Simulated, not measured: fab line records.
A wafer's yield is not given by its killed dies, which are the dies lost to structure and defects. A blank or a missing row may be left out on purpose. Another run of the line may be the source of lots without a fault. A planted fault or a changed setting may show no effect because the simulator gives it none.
The tool behind it: which one? || flow n5-finfet || 11 lots, 33 wafers sampled, at 4 steps of a route of 1938

## WHAT EACH GAUGE READ, for each wafer
N5_BEOL_M0_OCD_MEAS_108.
{"lot": "L075", "measured": "day 6 08:54", "on": "ocd-01", "trench-depth-nm (nm)": "32.1 33.1 32.6"}
{"lot": "L077", "measured": "day 6 18:36", "on": "ocd-01", "trench-depth-nm (nm)": "33.4 32.3 32.3"}
{"lot": "L079", "measured": "day 7 03:56", "on": "ocd-01", "trench-depth-nm (nm)": "32.7 31.6 33.5"}
{"lot": "L080", "measured": "day 7 15:15", "on": "ocd-02", "trench-depth-nm (nm)": "33.5 32.5 32.2"}
{"lot": "L083", "measured": "day 8 00:50", "on": "ocd-02", "trench-depth-nm (nm)": "33.2 33.4 32.9"}
{"lot": "L085", "measured": "day 8 20:55", "on": "ocd-02", "trench-depth-nm (nm)": "32.6 33.3 31.8"}
{"lot": "L087", "measured": "day 9 09:55", "on": "ocd-02", "trench-depth-nm (nm)": "32.6 31.6 33.7"}
{"lot": "L089", "measured": "day 9 18:46", "on": "ocd-02", "trench-depth-nm (nm)": "32.4 31.2 32.5"}
{"lot": "L092", "measured": "day 10 04:26", "on": "ocd-02", "trench-depth-nm (nm)": "33.4 32.2 32.4"}
{"lot": "L094", "measured": "day 10 18:44", "on": "ocd-02", "trench-depth-nm (nm)": "32.1 32.6 33.0"}
{"lot": "L096", "measured": "day 11 13:37", "on": "ocd-01", "trench-depth-nm (nm)": "32.3 32.0 33.3"}

## WHAT TOOL EACH LOT RAN ON (gives the tool, then ch and the chambers of the sampled wafers, and finally the start)
{"lot": "L075", "N5_BEOL_M0_SAQP_SPACER1_ETCHBACK_99": "rie-diel-04 ch 0,1,2, day 5 17:41", "N5_BEOL_M0_SAQP_ETCH_107": "rie-diel-03 ch 0,1, day 5 18:38", "N5_BEOL_M0_ETCH_128": "rie-diel-06 ch 1,2, day 6 08:45"}
{"lot": "L077", "N5_BEOL_M0_SAQP_SPACER1_ETCHBACK_99": "rie-diel-04 ch 1,2, day 6 10:40", "N5_BEOL_M0_SAQP_ETCH_107": "rie-diel-04 ch 0,1,2, day 6 11:58", "N5_BEOL_M0_ETCH_128": "rie-diel-05 ch 1,2,3, day 6 18:27"}
{"lot": "L079", "N5_BEOL_M0_SAQP_SPACER1_ETCHBACK_99": "rie-diel-02 ch 2,3, day 6 20:58", "N5_BEOL_M0_SAQP_ETCH_107": "rie-diel-03 ch 1,2, day 6 22:07", "N5_BEOL_M0_ETCH_128": "rie-diel-01 ch 0,2,3, day 7 03:47"}
{"lot": "L080", "N5_BEOL_M0_SAQP_SPACER1_ETCHBACK_99": "rie-diel-03 ch 0,1,2, day 7 08:16", "N5_BEOL_M0_SAQP_ETCH_107": "rie-diel-03 ch 0,1,3, day 7 09:24", "N5_BEOL_M0_ETCH_128": "rie-diel-01 ch 1,2, day 7 15:06"}
{"lot": "L083", "N5_BEOL_M0_SAQP_SPACER1_ETCHBACK_99": "rie-diel-04 ch 0,1,2, day 7 19:20", "N5_BEOL_M0_SAQP_ETCH_107": "rie-diel-02 ch 2,3, day 7 20:17", "N5_BEOL_M0_ETCH_128": "rie-diel-01 ch 0,1,3, day 8 00:41"}
{"lot": "L085", "N5_BEOL_M0_SAQP_SPACER1_ETCHBACK_99": "rie-diel-03 ch 1,2,3, day 8 11:51", "N5_BEOL_M0_SAQP_ETCH_107": "rie-diel-04 ch 0,1,3, day 8 12:49", "N5_BEOL_M0_ETCH_128": "rie-diel-06 ch 0,2,3, day 8 20:46"}
{"lot": "L087", "N5_BEOL_M0_SAQP_SPACER1_ETCHBACK_99": "rie-diel-02 ch 0,1,2, day 8 23:06", "N5_BEOL_M0_SAQP_ETCH_107": "rie-diel-03 ch 0,2,3, day 9 00:22", "N5_BEOL_M0_ETCH_128": "rie-diel-01 ch 0,1,2, day 9 09:47"}
{"lot": "L089", "N5_BEOL_M0_SAQP_SPACER1_ETCHBACK_99": "rie-diel-02 ch 0,1,3, day 9 11:10", "N5_BEOL_M0_SAQP_ETCH_107": "rie-diel-02 ch 0,1,2, day 9 12:08", "N5_BEOL_M0_ETCH_128": "rie-diel-06 ch 0,1,2, day 9 18:37"}
{"lot": "L092", "N5_BEOL_M0_SAQP_SPACER1_ETCHBACK_99": "rie-diel-04 ch 0,2,3, day 9 21:38", "N5_BEOL_M0_SAQP_ETCH_107": "rie-diel-02 ch 0,1,3, day 9 22:46", "N5_BEOL_M0_ETCH_128": "rie-diel-06 ch 0,1,2, day 10 04:17"}
{"lot": "L094", "N5_BEOL_M0_SAQP_SPACER1_ETCHBACK_99": "rie-diel-03 ch 2,3, day 10 12:46", "N5_BEOL_M0_SAQP_ETCH_107": "rie-diel-04 ch 2,3, day 10 13:43", "N5_BEOL_M0_ETCH_128": "rie-diel-05 ch 1,2, day 10 18:35"}
{"lot": "L096", "N5_BEOL_M0_SAQP_SPACER1_ETCHBACK_99": "rie-diel-02 ch 0,3, day 11 01:44", "N5_BEOL_M0_SAQP_ETCH_107": "rie-diel-03 ch 1,2,3, day 11 02:43", "N5_BEOL_M0_ETCH_128": "rie-diel-01 ch 1,2, day 11 13:28"}
- N5_BEOL_M0_SAQP_SPACER1_ETCHBACK_99: etches SiO2 in CHF3/O2, target depth 15.4 nm, time 7.7 s.
- N5_BEOL_M0_SAQP_ETCH_107: etches SiNx in CH3F/O2, target depth 30 nm.
- N5_BEOL_M0_ETCH_128: etches SiCN in CF4/N2, target depth 12 nm, overetch 5.1 nm, time 21.4 s.

## THE ANSWER, worked out from the rows above alone
Rule: usual is defined by the lots themselves. The widest of any qualifying gaps counts: lots, ordered by their means at a reading, are off when they make up no more than a third of the lots, leave a main group of 4 or more, and stand apart from it by 3 or more times the standard deviation of that group's means. If all means in a main group match to the digits the tables above print for the reading, that group is not used. Also off: a lot with no number at a reading for which 4 or more lots have one. All remaining lots with rows at the step are treated as sound.
No lot is off on any of the readings shown, so nothing can be concluded from this.

## WHAT THE SIMULATOR HAD INSERTED
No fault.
